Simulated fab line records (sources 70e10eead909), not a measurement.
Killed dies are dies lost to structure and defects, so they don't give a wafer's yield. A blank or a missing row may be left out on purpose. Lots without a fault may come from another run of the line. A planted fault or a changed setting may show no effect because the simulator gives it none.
Chamber matching || flow nand harc || NHARC_A_CONTACT_ETCH_102 on rie diel-12: 4 sister chambers
The step etches the open film in CF4/O2, target depth 70 nm, overetch 7 nm, time 38.5 s. 18 wafers are shown with their chamber, then 9 later ones without.

== WAFERS, EACH WITH ITS CHAMBER ==
{"wafer": "L076.2", "chamber": 0, "drypump motor current A (A)": 6.1, "showerhead plenum p Torr (Torr)": 1.39, "oes product au (a.u.)": 1.005}
{"wafer": "L076.4", "chamber": 1, "drypump motor current A (A)": 5.9, "showerhead plenum p Torr (Torr)": 1.31, "oes product au (a.u.)": 1.010}
{"wafer": "L076.5", "chamber": 1, "drypump motor current A (A)": 6.0, "showerhead plenum p Torr (Torr)": 1.31, "oes product au (a.u.)": 1.017}
{"wafer": "L078.3", "chamber": 3, "drypump motor current A (A)": 5.7, "showerhead plenum p Torr (Torr)": 1.33, "oes product au (a.u.)": 1.018}
{"wafer": "L078.4", "chamber": 0, "drypump motor current A (A)": 6.1, "showerhead plenum p Torr (Torr)": 1.39, "oes product au (a.u.)": 1.009}
{"wafer": "L078.5", "chamber": 3, "drypump motor current A (A)": 5.7, "showerhead plenum p Torr (Torr)": 1.33, "oes product au (a.u.)": 1.016}
{"wafer": "L080.3", "chamber": 3, "drypump motor current A (A)": 5.7, "showerhead plenum p Torr (Torr)": 1.33, "oes product au (a.u.)": 1.011}
{"wafer": "L080.4", "chamber": 2, "drypump motor current A (A)": 5.2, "showerhead plenum p Torr (Torr)": 1.27, "oes product au (a.u.)": 1.003}
{"wafer": "L080.5", "chamber": 1, "drypump motor current A (A)": 6.0, "showerhead plenum p Torr (Torr)": 1.31, "oes product au (a.u.)": 1.008}
{"wafer": "L082.3", "chamber": 1, "drypump motor current A (A)": 6.0, "showerhead plenum p Torr (Torr)": 1.31, "oes product au (a.u.)": 1.009}
{"wafer": "L082.4", "chamber": 3, "drypump motor current A (A)": 5.7, "showerhead plenum p Torr (Torr)": 1.32, "oes product au (a.u.)": 1.020}
{"wafer": "L082.6", "chamber": 2, "drypump motor current A (A)": 5.2, "showerhead plenum p Torr (Torr)": 1.27, "oes product au (a.u.)": 0.997}
{"wafer": "L084.1", "chamber": 3, "drypump motor current A (A)": 5.7, "showerhead plenum p Torr (Torr)": 1.32, "oes product au (a.u.)": 1.018}
{"wafer": "L084.3", "chamber": 0, "drypump motor current A (A)": 6.1, "showerhead plenum p Torr (Torr)": 1.39, "oes product au (a.u.)": 1.016}
{"wafer": "L084.6", "chamber": 3, "drypump motor current A (A)": 5.7, "showerhead plenum p Torr (Torr)": 1.32, "oes product au (a.u.)": 1.016}
{"wafer": "L089.1", "chamber": 3, "drypump motor current A (A)": 5.7, "showerhead plenum p Torr (Torr)": 1.32, "oes product au (a.u.)": 1.013}
{"wafer": "L089.2", "chamber": 2, "drypump motor current A (A)": 5.2, "showerhead plenum p Torr (Torr)": 1.26, "oes product au (a.u.)": 1.002}
{"wafer": "L089.4", "chamber": 0, "drypump motor current A (A)": 6.1, "showerhead plenum p Torr (Torr)": 1.39, "oes product au (a.u.)": 1.009}

SIGNATURES (averages over the wafers above)
{"reading": "drypump motor current A", "chamber 0": 6.100, "chamber 1": 5.975, "chamber 2": 5.200, "chamber 3": 5.700, "scatter within a chamber": 0.0231}
{"reading": "showerhead plenum p Torr", "chamber 0": 1.3900, "chamber 1": 1.3100, "chamber 2": 1.2667, "chamber 3": 1.3243, "scatter within a chamber": 0.00412}
{"reading": "oes product au", "chamber 0": 1.00975, "chamber 1": 1.01100, "chamber 2": 1.00067, "chamber 3": 1.01600, "scatter within a chamber": 0.0037}
Rule: for a wafer and a chamber, the distance is found by dividing, reading by reading, the gap between the wafer's reading and the chamber's mean by the reading's scatter, squaring, summing and taking the root. If the next closest chamber is less than 2 further off than the closest, the wafer can't be placed; otherwise it belongs to the closest. The scatter: take each reading less its chamber's mean, square it, sum over the shown wafers, divide by the number of wafers less the number of chambers, and take the root.

== WAFERS MISSING THEIR CHAMBER ==
{"wafer": "L092.1", "drypump motor current A (A)": 5.7, "showerhead plenum p Torr (Torr)": 1.32, "oes product au (a.u.)": 1.013}
{"wafer": "L092.3", "drypump motor current A (A)": 6.1, "showerhead plenum p Torr (Torr)": 1.39, "oes product au (a.u.)": 1.012}
{"wafer": "L092.5", "drypump motor current A (A)": 6.0, "showerhead plenum p Torr (Torr)": 1.30, "oes product au (a.u.)": 1.017}
{"wafer": "L094.1", "drypump motor current A (A)": 6.0, "showerhead plenum p Torr (Torr)": 1.30, "oes product au (a.u.)": 1.007}
{"wafer": "L094.5", "drypump motor current A (A)": 5.7, "showerhead plenum p Torr (Torr)": 1.32, "oes product au (a.u.)": 1.012}
{"wafer": "L094.6", "drypump motor current A (A)": 6.1, "showerhead plenum p Torr (Torr)": 1.39, "oes product au (a.u.)": 1.005}
{"wafer": "L093.1", "drypump motor current A (A)": 6.1, "showerhead plenum p Torr (Torr)": 1.39, "oes product au (a.u.)": 1.003}
{"wafer": "L093.2", "drypump motor current A (A)": 5.7, "showerhead plenum p Torr (Torr)": 1.32, "oes product au (a.u.)": 1.012}
{"wafer": "L093.6", "drypump motor current A (A)": 5.2, "showerhead plenum p Torr (Torr)": 1.26, "oes product au (a.u.)": 0.988}

== CHAMBER TAKEN BY EACH ==
{"wafer": "L092.1", "from the rows above": 3, "in truth": 3}
{"wafer": "L092.3", "from the rows above": 0, "in truth": 0}
{"wafer": "L092.5", "from the rows above": 1, "in truth": 1}
{"wafer": "L094.1", "from the rows above": 1, "in truth": 1}
{"wafer": "L094.5", "from the rows above": 3, "in truth": 3}
{"wafer": "L094.6", "from the rows above": 0, "in truth": 0}
{"wafer": "L093.1", "from the rows above": 0, "in truth": 0}
{"wafer": "L093.2", "from the rows above": 3, "in truth": 3}
{"wafer": "L093.6", "from the rows above": 2, "in truth": 2}
9 of 9 placed correctly. Left unplaced by these rows: 0. 0 placed wrongly.
